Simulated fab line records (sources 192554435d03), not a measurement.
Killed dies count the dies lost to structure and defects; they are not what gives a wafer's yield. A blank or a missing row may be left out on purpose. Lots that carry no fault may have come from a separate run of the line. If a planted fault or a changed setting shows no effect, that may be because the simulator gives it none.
Split-lot trial	flow n5Finfet	39 wafers read from 7 lots, route of 1938 steps

THE SPLIT
At N5_PMOS_HMC_CHANNEL_EPI_EPI_20 (deposits SiGe30, target thk 59 nm), the setting pressureTorr was moved away from the recipe's 20 Torr on 24 of the 39 wafers read, by -15.8% to -6.9%. The other wafers ran this setting at the recipe's value.

The reading is taken at the split's own step.

THE READING
SiGe30_of_PMOS_HMC_CHANNEL_EPI_EPI_20.thkNm (the simulator's own value, which no gauge read), in nm, at N5_PMOS_HMC_CHANNEL_EPI_EPI_20 (deposits SiGe30, target thk 59 nm). There is no usual value for it anywhere in the file. Across the 15 wafers here that went through the recipe, the average is 58.34 nm and the standard deviation 0.73 nm.

wafer	tool, chamber at the split	pressureTorr as run, Torr	against the recipe	SiGe30_of_PMOS_HMC_CHANNEL_EPI_EPI_20.thkNm, nm	against lot-mates on the recipe
L076.1	epiRpcvd-03, 0	17.76	-11.2%	57.68	no lot-mate on the recipe
L076.2	epiRpcvd-03, 0	17.76	-11.2%	56.92	no lot-mate on the recipe
L076.3	epiRpcvd-03, 0	17.76	-11.2%	57.55	no lot-mate on the recipe
L076.4	epiRpcvd-03, 0	17.76	-11.2%	57.07	no lot-mate on the recipe
L076.5	epiRpcvd-03, 0	17.76	-11.2%	57.56	no lot-mate on the recipe
L076.6	epiRpcvd-03, 0	17.76	-11.2%	56.63	no lot-mate on the recipe
L081.1	epiRpcvd-01, 0	20	recipe	58.12	-
L081.2	epiRpcvd-01, 0	20	recipe	59.33	-
L081.3	epiRpcvd-01, 0	20	recipe	58.32	-
L081.4	epiRpcvd-01, 0	20	recipe	59.24	-
L081.5	epiRpcvd-01, 0	20	recipe	59.64	-
L081.6	epiRpcvd-01, 0	20	recipe	58.91	-
L082.1	epiRpcvd-02, 0	17.02	-14.9%	54.39	no lot-mate on the recipe
L082.2	epiRpcvd-02, 0	17.02	-14.9%	55.16	no lot-mate on the recipe
L082.3	epiRpcvd-02, 0	17.02	-14.9%	54.97	no lot-mate on the recipe
L082.4	epiRpcvd-02, 0	17.02	-14.9%	54.68	no lot-mate on the recipe
L082.5	epiRpcvd-02, 0	17.02	-14.9%	55.3	no lot-mate on the recipe
L082.6	epiRpcvd-02, 0	17.02	-14.9%	54.29	no lot-mate on the recipe
L084.1	epiRpcvd-03, 0	18.63	-6.9%	57.77	no lot-mate on the recipe
L084.2	epiRpcvd-03, 0	18.63	-6.9%	57.83	no lot-mate on the recipe
L084.3	epiRpcvd-03, 0	18.63	-6.9%	57.24	no lot-mate on the recipe
L084.4	epiRpcvd-03, 0	18.63	-6.9%	57.39	no lot-mate on the recipe
L084.5	epiRpcvd-03, 0	18.63	-6.9%	57.95	no lot-mate on the recipe
L084.6	epiRpcvd-03, 0	18.63	-6.9%	57.21	no lot-mate on the recipe
L088.1	epiRpcvd-02, 0	20	recipe	57.44	-
L088.2	epiRpcvd-02, 0	20	recipe	57.65	-
L088.3	epiRpcvd-02, 0	20	recipe	58.04	-
L088.4	epiRpcvd-02, 0	20	recipe	57.66	-
L088.5	epiRpcvd-02, 0	20	recipe	57.61	-
L088.6	epiRpcvd-02, 0	20	recipe	57.38	-
L090.1	epiRpcvd-03, 0	20	recipe	58.26	-
L090.5	epiRpcvd-03, 0	20	recipe	59.27	-
L090.6	epiRpcvd-03, 0	20	recipe	58.2	-
L097.1	epiRpcvd-02, 0	16.84	-15.8%	54.54	no lot-mate on the recipe
L097.2	epiRpcvd-02, 0	16.84	-15.8%	54.63	no lot-mate on the recipe
L097.3	epiRpcvd-02, 0	16.84	-15.8%	54.61	no lot-mate on the recipe
L097.4	epiRpcvd-02, 0	16.84	-15.8%	54.22	no lot-mate on the recipe
L097.5	epiRpcvd-02, 0	16.84	-15.8%	53.8	no lot-mate on the recipe
L097.6	epiRpcvd-02, 0	16.84	-15.8%	54.5	no lot-mate on the recipe

THE FIT
A straight line over all 39 wafers: SiGe30_of_PMOS_HMC_CHANNEL_EPI_EPI_20.thkNm changes by +0.225 nm for each +1% of pressureTorr; r = +0.88; the points scatter about the line by 0.83 nm.
Too few moved wafers with a lot-mate on the recipe to fit a line net of each lot's own level.

FILE'S OWN FIT
SiGe30_of_PMOS_HMC_CHANNEL_EPI_EPI_20.thkNm changes by +0.225 nm for each +1% of pressureTorr, r = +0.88.
